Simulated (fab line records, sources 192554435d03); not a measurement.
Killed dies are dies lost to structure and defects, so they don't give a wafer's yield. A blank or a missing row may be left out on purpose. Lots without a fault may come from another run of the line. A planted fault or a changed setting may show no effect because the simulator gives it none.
Which tool did it? | flow n5_finfet | 24 lots, 72 wafers sampled, at 1 step of a route of 1938

WHAT THE GAUGES READ, wafer by wafer
N5_START_INSPECT_01: inspects for defects (unpatterned scan).
lot  | measured    | on                | raw_defect_count
L074 | day 1 12:02 | defect_inspect-01 | 6 4 2
L075 | day 1 18:02 | defect_inspect-02 | 8 2 5
L076 | day 2 00:02 | defect_inspect-02 | 8 6 3
L077 | day 2 06:02 | defect_inspect-02 | 2 9 7
L078 | day 2 12:02 | defect_inspect-01 | 7 5 5
L079 | day 2 18:02 | defect_inspect-02 | 4 6 5
L080 | day 3 00:02 | defect_inspect-02 | 6 2 6
L081 | day 3 06:02 | defect_inspect-02 | 8 8 4
L082 | day 3 12:02 | defect_inspect-02 | 4 10 3
L083 | day 3 18:02 | defect_inspect-01 | 6 10 11
L084 | day 4 00:02 | defect_inspect-01 | 3 3 3
L085 | day 4 06:02 | defect_inspect-01 | 6 5 3
L086 | day 4 12:02 | defect_inspect-01 | 5 2 8
L087 | day 4 18:02 | defect_inspect-02 | 7 8 8
L088 | day 5 00:02 | defect_inspect-01 | 4 11 4
L089 | day 5 06:02 | defect_inspect-01 | 6 10 5
L090 | day 5 12:02 | defect_inspect-01 | 4 5 6
L091 | day 5 18:02 | defect_inspect-01 | 3 7 9
L092 | day 6 00:02 | defect_inspect-02 | 4 8 6
L093 | day 6 06:02 | defect_inspect-01 | 3 5 2
L094 | day 6 12:02 | defect_inspect-01 | 5 3 6
L095 | day 6 18:02 | defect_inspect-02 | 7 5 7
L096 | day 7 00:02 | defect_inspect-01 | 5 6 7
L097 | day 7 06:02 | defect_inspect-01 | 9 7 8

WHICH TOOL RAN EACH LOT (tool, then ch and the chambers of the sampled wafers, then the start)
The record holds no process step before these readings.

WHAT THE TOOLS THEMSELVES READ (means of the sampled wafers that have a number; where no wafer has one, the mark that the record gives instead)
The record holds no such reading with a usual standard deviation.

THE ANSWER, worked out from the rows above alone
Rule: what is usual is taken from the lots themselves. Put in order of their means at a reading, lots are off if they are a third of the lots or fewer, leave a main group of 4 or more, and stand apart from it by a gap of 3 or more times the standard deviation of the main group's means; of several such gaps the widest counts. A main group whose means are all the same, to the digits that the tables above print for the reading, isn't used. A lot without any number at a reading at which 4 lots or more have one is off too. The other lots that the step has rows for count as sound. The gauges are gone through in route order, then the tools' own readings, and for those a lot's mean is taken as printed above. The first step at which some lot is off is used, and at that step the reading that is off furthest; a lot without a number counts as furthest.
No lot is off at any reading shown: from this, nothing can be told.

WHAT THE SIMULATOR HAD PUT IN
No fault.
